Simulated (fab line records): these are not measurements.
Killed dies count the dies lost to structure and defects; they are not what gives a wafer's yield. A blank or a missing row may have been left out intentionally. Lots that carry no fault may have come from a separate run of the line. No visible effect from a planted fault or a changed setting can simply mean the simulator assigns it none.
Matching of chambers	flow nand-harc	NHARC_P_GATE_ALD_36 on ald-sin-03 has 4 sister chambers
The step deposits SiNx, target thk 20 nm, pulse time 60 s, ald cycles 223. 16 wafers are shown with their chamber, then 8 later ones without.

WAFERS WITH THEIR CHAMBER
wafer	chamber	heater-power-w (W)	precursor-pulse-height-rel
L074.1	0	968	0.986
L074.2	2	947	1.007
L074.5	0	992	1.021
L078.3	2	970	0.988
L078.2	0	982	1.000
L078.6	2	960	0.999
L081.2	2	945	0.984
L081.4	3	977	1.008
L081.3	0	946	1.019
L084.4	1	678	0.997
L084.6	0	897	0.958
L084.5	1	688	0.979
L086.3	1	699	1.040
L086.4	2	945	1.010
L086.5	3	954	0.985
L090.4	3	958	0.976

SIGNATURES (means of the wafers above)
reading	chamber 0	chamber 1	chamber 2	chamber 3	scatter within a chamber
heater-power-w	957.00	688.33	953.40	963.00	23.7
precursor-pulse-height-rel	0.99680	1.00533	0.99760	0.98967	0.0219
Rule: for each reading, subtract the chamber's mean from the wafer's reading, divide by that reading's scatter and square the result; add these up over the readings and take the root, which gives the wafer's distance from the chamber. If the next closest chamber is less than 2 further off than the closest, the wafer can't be placed; otherwise it belongs to the closest. The scatter: take each reading less its chamber's mean, square it, sum over the shown wafers, divide by the number of wafers less the number of chambers, and take the root.

WAFERS MISSING THEIR CHAMBER
wafer	heater-power-w (W)	precursor-pulse-height-rel
L090.2	692	0.994
L090.1	949	0.971
L093.1	916	1.007
L093.4	944	1.014
L093.2	956	1.009
L096.2	980	0.988
L096.3	941	0.988
L096.6	885	0.978

WHICH CHAMBER EACH WENT THROUGH
wafer	from the rows above	in truth
L090.2	1	1
L090.1	can't be placed: 3 or 0 or 2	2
L093.1	can't be placed: 2 or 0 or 3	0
L093.4	can't be placed: 2 or 0 or 3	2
L093.2	can't be placed: 2 or 0 or 3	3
L096.2	can't be placed: 3 or 0 or 2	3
L096.3	can't be placed: 2 or 0 or 3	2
L096.6	can't be placed: 2 or 0 or 3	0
Placed correctly: 1 of 8. Not placeable from these rows: 7 (in 7, the candidates include the true chamber). Wrongly placed: 0.
